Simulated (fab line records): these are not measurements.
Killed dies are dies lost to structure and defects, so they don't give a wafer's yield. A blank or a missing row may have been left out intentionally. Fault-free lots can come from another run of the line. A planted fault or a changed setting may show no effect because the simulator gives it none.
Matching of chambers | flow n5_finfet | 4 sister chambers for N5_BEOL_M8_ETCH_62 on rie_diel-06
The step etches SOC in N2/H2, target depth 110 nm, overetch 22 nm, time 165 s. 8 wafers are shown with their chamber, then 10 later ones without.

== WAFERS, EACH WITH ITS CHAMBER ==
wafer  | chamber | showerhead_plenum_p_Torr (Torr) | drypump_motor_current_A (A)
L076.1 | 2       | 2.72                            | 6.27
L075.2 | 2       | 2.72                            | 6.27
L080.3 | 3       | 2.42                            | 5.23
L080.6 | 3       | 2.42                            | 5.24
L081.3 | 1       | 2.52                            | 5.47
L081.6 | 0       | 2.64                            | 5.82
L085.1 | 1       | 2.51                            | 5.44
L085.2 | 0       | 2.63                            | 5.82

== WAFERS WITH NO CHAMBER GIVEN ==
wafer  | showerhead_plenum_p_Torr (Torr) | drypump_motor_current_A (A)
L085.3 | 2.41                            | 5.21
L086.3 | 2.41                            | 5.26
L086.5 | 2.51                            | 5.43
L086.6 | 2.63                            | 5.80
L091.2 | 2.41                            | 5.24
L091.3 | 2.51                            | 5.42
L091.6 | 2.51                            | 5.43
L097.1 | 2.40                            | 5.25
L097.4 | 2.62                            | 5.81
L097.6 | 2.40                            | 5.23

== THE CHAMBER EACH PASSED THROUGH ==
wafer  | from the rows above | in truth
L085.3 | 3                   | 3
L086.3 | 3                   | 3
L086.5 | 1                   | 1
L086.6 | 0                   | 0
L091.2 | 3                   | 3
L091.3 | 1                   | 1
L091.6 | 1                   | 1
L097.1 | 3                   | 3
L097.4 | 0                   | 0
L097.6 | 3                   | 3
Correct placement for 10 of the 10. Number that these rows cannot place: 0. Placed wrongly: 0.
How it was worked out, from the rows above alone: a wafer's distance from a chamber is the root of the sum, over the readings, of the square of ((its reading less the chamber's mean) divided by the reading's scatter). If the next closest chamber is less than 2 further off than the closest, the wafer can't be placed; otherwise it belongs to the closest. The mean given for a chamber averages the wafers shown for that chamber. The scatter is the square root of a quotient: the sum, over the shown wafers, of each reading's squared deviation from its chamber's mean, divided by wafers minus chambers.
